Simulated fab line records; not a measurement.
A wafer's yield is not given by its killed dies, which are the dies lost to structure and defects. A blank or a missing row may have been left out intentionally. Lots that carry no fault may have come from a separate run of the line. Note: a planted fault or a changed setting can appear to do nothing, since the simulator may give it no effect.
Which tool is to blame?	flow n5 finfet	24 lots with 72 wafers sampled at 6 steps, on a route of 1938 steps

WHAT THE GAUGES SHOWED, per wafer
N5_BEOL_M9_OCD_MEAS_38.
lot	measured	on	trench depth nm (nm)
L075	day 12 12:28	ocd-02	154 152 154
L074	day 12 16:17	ocd-01	149 153 153
L076	day 13 03:40	ocd-02	155 153 157
L077	day 13 10:57	ocd-02	153 152 163
L080	day 13 19:29	ocd-02	160 153 153
L081	day 13 23:23	ocd-01	154 154 151
L079	day 14 10:32	ocd-02	159 150 154
L082	day 14 13:31	ocd-02	157 158 154
L078	day 14 13:56	ocd-01	157 151 153
L083	day 14 16:52	ocd-02	153 154 151
L085	day 15 01:49	ocd-01	151 151 152
L086	day 15 09:54	ocd-02	154 150 153
L084	day 15 16:44	ocd-02	153 150 154
L088	day 16 03:01	ocd-01	163 155 163
L089	day 16 03:11	ocd-01	154 160 154
L087	day 16 05:12	ocd-01	156 153 156
L091	day 16 08:32	ocd-01	150 154 160
L090	day 17 07:49	ocd-02	155 155 157
L093	day 17 14:37	ocd-01	150 150 154
L094	day 17 14:50	ocd-02	160 152 150
L092	day 17 20:44	ocd-02	159 154 162
L097	day 18 10:59	ocd-02	152 152 162
L096	day 18 11:50	ocd-01	152 152 155
L095	day 19 17:42	ocd-01	154 149 150

N5_BEOL_M9_RS_MEAS_57: uses a four-point probe to measure.
lot	measured	on	M9_RS (ohm/sq)
L075	day 12 15:34	film metro-02	0.146 0.150 0.147
L074	day 12 19:22	film metro-01	0.154 0.147 0.149
L076	day 13 06:19	film metro-01	0.147 0.148 0.144
L077	day 13 14:07	film metro-01	0.148 0.152 0.138
L080	day 13 21:48	film metro-01	0.143 0.149 0.150
L081	day 14 03:34	film metro-02	0.152 0.147 0.155
L079	day 14 13:08	film metro-01	0.144 0.153 0.148
L082	day 14 16:06	film metro-01	0.142 0.141 0.145
L078	day 14 16:46	film metro-01	0.143 0.151 0.151
L083	day 14 19:16	film metro-01	0.150 0.147 0.152
L085	day 15 07:01	film metro-01	0.153 0.150 0.150
L086	day 15 12:22	film metro-02	0.150 0.152 0.148
L084	day 15 19:34	film metro-01	0.147 0.152 0.147
L088	day 16 05:26	film metro-02	0.139 0.145 0.138
L089	day 16 05:58	film metro-02	0.150 0.144 0.149
L087	day 16 08:25	film metro-01	0.146 0.151 0.146
L091	day 16 11:25	film metro-02	0.153 0.147 0.144
L090	day 17 10:46	film metro-01	0.145 0.148 0.147
L093	day 17 16:49	film metro-02	0.152 0.154 0.153
L094	day 17 18:56	film metro-01	0.140 0.150 0.152
L092	day 17 23:02	film metro-02	0.143 0.148 0.137
L097	day 18 13:47	film metro-02	0.152 0.149 0.139
L096	day 18 14:58	film metro-01	0.147 0.147 0.145
L095	day 19 20:06	film metro-02	0.147 0.152 0.152

N5_BEOL_M10_INSPECT_30: inspects for defects (brightfield).
lot	measured	on	raw defect count
L075	day 12 19:30	defect inspect-02	450 421 527
L074	day 13 00:15	defect inspect-01	346 364 389
L076	day 13 10:28	defect inspect-01	458 466 350
L077	day 13 17:10	defect inspect-02	432 411 349
L080	day 14 01:53	defect inspect-01	342 316 481
L081	day 14 09:56	defect inspect-01	461 320 430
L079	day 14 16:25	defect inspect-01	515 447 387
L082	day 14 19:25	defect inspect-01	409 280 351
L078	day 14 22:49	defect inspect-01	513 328 291
L083	day 14 22:38	defect inspect-02	439 475 382
L085	day 15 13:35	defect inspect-02	381 341 587
L086	day 15 16:09	defect inspect-01	470 382 379
L084	day 16 02:45	defect inspect-01	522 384 447
L088	day 16 08:10	defect inspect-02	431 488 550
L089	day 16 08:25	defect inspect-02	467 420 443
L087	day 16 18:01	defect inspect-02	349 505 485
L091	day 16 18:14	defect inspect-01	412 269 218
L090	day 17 14:18	defect inspect-02	474 483 313
L093	day 17 20:23	defect inspect-01	357 347 345
L094	day 17 23:16	defect inspect-01	376 302 389
L092	day 18 04:46	defect inspect-01	309 280 452
L097	day 18 17:55	defect inspect-02	580 631 489
L096	day 18 18:35	defect inspect-01	343 470 315
L095	day 20 01:07	defect inspect-02	378 368 511

N5_BEOL_M11_CD_MEAS_11 targets a cd of 64.1 nm.
lot	measured	on	cd nm (nm)
L075	day 13 01:46	cd sem-03	64.2 63.6 63.4
L074	day 13 07:12	cd sem-03	64.4 63.6 62.9
L076	day 13 16:13	cd sem-03	63.0 63.5 62.3
L077	day 13 23:34	cd sem-03	64.6 64.4 64.1
L080	day 14 11:07	cd sem-02	63.0 64.2 63.7
L081	day 14 14:55	cd sem-03	64.5 64.8 64.4
L079	day 14 23:07	cd sem-03	65.0 64.9 65.5
L082	day 15 02:41	cd sem-03	63.5 62.4 63.5
L078	day 15 06:42	cd sem-02	63.2 63.0 63.6
L083	day 15 03:26	cd sem-02	64.2 64.6 65.8
L085	day 15 19:03	cd sem-03	63.8 63.1 62.3
L086	day 15 21:29	cd sem-01	63.6 63.1 64.2
L084	day 16 07:37	cd sem-03	64.3 64.6 64.5
L088	day 16 16:12	cd sem-02	62.0 62.6 62.1
L089	day 16 16:14	cd sem-03	63.7 64.0 65.0
L087	day 17 02:17	cd sem-03	64.2 64.0 64.9
L091	day 17 02:27	cd sem-02	62.8 63.7 63.0
L090	day 17 21:32	cd sem-02	65.8 63.9 65.1
L093	day 18 02:52	cd sem-01	62.7 62.2 63.4
L094	day 18 05:52	cd sem-01	65.2 64.0 64.9
L092	day 18 11:54	cd sem-02	63.6 62.6 63.1
L097	day 18 21:47	cd sem-02	62.8 63.5 63.8
L096	day 18 22:51	cd sem-02	64.0 64.3 63.7
L095	day 20 07:22	cd sem-03	63.9 63.6 64.0

WHAT TOOL EACH LOT RAN ON (gives the tool, then ch and the chambers of the sampled wafers, and finally the start)
lot	N5_BEOL_M10_DESCUM_33	N5_BEOL_M10_DEGAS_44
L075	rie diel-04 ch 0,2,3, day 12 19:41	pvd sputter-02, day 12 22:32
L074	rie diel-04 ch 1,2,3, day 13 00:17	pvd sputter-01, day 13 03:10
L076	rie diel-01 ch 2,3, day 13 10:30	pvd sputter-01, day 13 11:51
L077	rie diel-05 ch 0,1, day 13 17:13	pvd sputter-02, day 13 18:18
L080	rie diel-05 ch 1,2,3, day 14 02:33	pvd sputter-03, day 14 04:50
L081	rie diel-04 ch 0,2, day 14 09:58	pvd sputter-03, day 14 10:59
L079	rie diel-04 ch 0,1,3, day 14 16:28	pvd sputter-03, day 14 17:58
L082	rie diel-01 ch 0,1,3, day 14 19:53	pvd sputter-01, day 14 22:40
L078	rie diel-01 ch 0,1,3, day 14 22:52	pvd sputter-01, day 14 23:53
L083	rie diel-04 ch 0,2,3, day 14 22:40	pvd sputter-01, day 14 23:43
L085	rie diel-05 ch 0,1,2, day 15 13:41	pvd sputter-02, day 15 15:41
L086	rie diel-01 ch 1,3, day 15 16:11	pvd sputter-02, day 15 17:34
L084	rie diel-01 ch 1,3, day 16 03:08	pvd sputter-01, day 16 04:15
L088	rie diel-01 ch 2,3, day 16 08:12	pvd sputter-03, day 16 09:32
L089	rie diel-04 ch 0,1, day 16 08:30	pvd sputter-01, day 16 10:36
L087	rie diel-04 ch 2,3, day 16 18:04	pvd sputter-02, day 16 19:13
L091	rie diel-05 ch 0,1,3, day 16 18:23	pvd sputter-03, day 16 20:28
L090	rie diel-05 ch 1,2,3, day 17 15:04	pvd sputter-03, day 17 17:52
L093	rie diel-05 ch 0,1,3, day 17 20:25	pvd sputter-03, day 17 21:46
L094	rie diel-05 ch 1,2,3, day 17 23:18	pvd sputter-01, day 18 01:49
L092	rie diel-05 ch 2,3, day 18 04:49	pvd sputter-02, day 18 06:01
L097	rie diel-04 ch 0,1,3, day 18 17:56	pvd sputter-02, day 18 19:01
L096	rie diel-04 ch 1,2,3, day 18 18:37	pvd sputter-02, day 18 19:38
L095	rie diel-05 ch 2,3, day 20 01:14	pvd sputter-01, day 20 03:07
- N5_BEOL_M10_DESCUM_33: chemistry O2, time 7.9 s.
- N5_BEOL_M10_DEGAS_44: time 60 s.

WHAT THE TOOLS THEMSELVES READ (means of the sampled wafers that have a number; where no wafer has one, the mark that the record gives instead)
N5_BEOL_M10_DESCUM_33.
lot	tool	drypump motor current A (A)	oes product au (a.u.)	rf vpp V (V)	showerhead plenum p Torr (Torr)	temp c (C)	throttle valve pct (%)
L075	rie diel-04	5.7	0.78	243.9	2.09	40.07	20.08
L074	rie diel-04	5.9	0.75	243.4	2.11	40.07	20.21
L076	rie diel-01	5.3	0.86	244.3	2.18	40.04	20.10
L077	rie diel-05	6.1	0.80	242.9	2.04	39.98	20.09
L080	rie diel-05	5.7	0.80	242.6	2.04	39.98	20.06
L081	rie diel-04	5.2	0.76	242.2	2.06	40.01	19.97
L079	rie diel-04	6.2	0.90	243.6	2.10	40.01	20.15
L082	rie diel-01	5.4	0.72	242.6	2.09	39.98	20.40
L078	rie diel-01	5.4	0.71	242.0	2.09	39.87	20.41
L083	rie diel-04	5.7	0.85	243.0	2.09	40.07	20.03
L085	rie diel-05	5.7	0.76	242.0	2.05	39.96	20.12
L086	rie diel-01	5.3	0.71	243.2	2.12	39.93	20.38
L084	rie diel-01	5.2	0.71	243.5	2.11	39.98	20.39
L088	rie diel-01	5.4	0.81	243.9	2.17	39.93	20.14
L089	rie diel-04	6.2	0.82	243.1	2.07	40.02	20.25
L087	rie diel-04	5.5	0.77	243.4	2.08	39.99	20.07
L091	rie diel-05	5.6	0.79	242.4	2.04	39.92	20.17
L090	rie diel-05	5.7	0.78	243.0	2.03	40.06	20.11
L093	rie diel-05	5.6	0.78	242.6	2.03	39.91	20.19
L094	rie diel-05	5.7	0.77	242.2	2.03	39.98	20.10
L092	rie diel-05	5.3	0.78	242.1	2.03	39.97	20.16
L097	rie diel-04	6.2	0.83	242.3	2.09	39.97	20.21
L096	rie diel-04	5.9	0.78	242.8	2.09	40.00	20.22
L095	rie diel-05	5.3	0.76	242.6	2.02	39.89	20.18

N5_BEOL_M10_DEGAS_44.
lot	tool	heater power w (W)
L075	pvd sputter-02	342
L074	pvd sputter-01	329
L076	pvd sputter-01	332
L077	pvd sputter-02	347
L080	pvd sputter-03	315
L081	pvd sputter-03	304
L079	pvd sputter-03	303
L082	pvd sputter-01	333
L078	pvd sputter-01	315
L083	pvd sputter-01	328
L085	pvd sputter-02	366
L086	pvd sputter-02	338
L084	pvd sputter-01	326
L088	pvd sputter-03	304
L089	pvd sputter-01	322
L087	pvd sputter-02	337
L091	pvd sputter-03	299
L090	pvd sputter-03	317
L093	pvd sputter-03	321
L094	pvd sputter-01	325
L092	pvd sputter-02	312
L097	pvd sputter-02	338
L096	pvd sputter-02	343
L095	pvd sputter-01	325

THE ANSWER, worked out from the rows above alone
Rule: what is usual is taken from the lots themselves. Put in order of their means at a reading, lots are off if they are a third of the lots or fewer, leave a main group of 4 or more, and stand apart from it by a gap of 3 or more times the standard deviation of the main group's means; of several such gaps the widest counts. If all means in a main group match to the digits the tables above print for the reading, that group is not used. A lot without any number at a reading at which 4 lots or more have one is off too. The other lots that the step has rows for count as sound. The gauges are gone through in route order, then the tools' own readings, and for those a lot's mean is taken as printed above. At the first step where some lot is off, the reading lying furthest off is the one used; lots without a number count as furthest.
None of the lots is off at any reading shown; this tells nothing.

WHAT THE SIMULATOR HAD PUT IN
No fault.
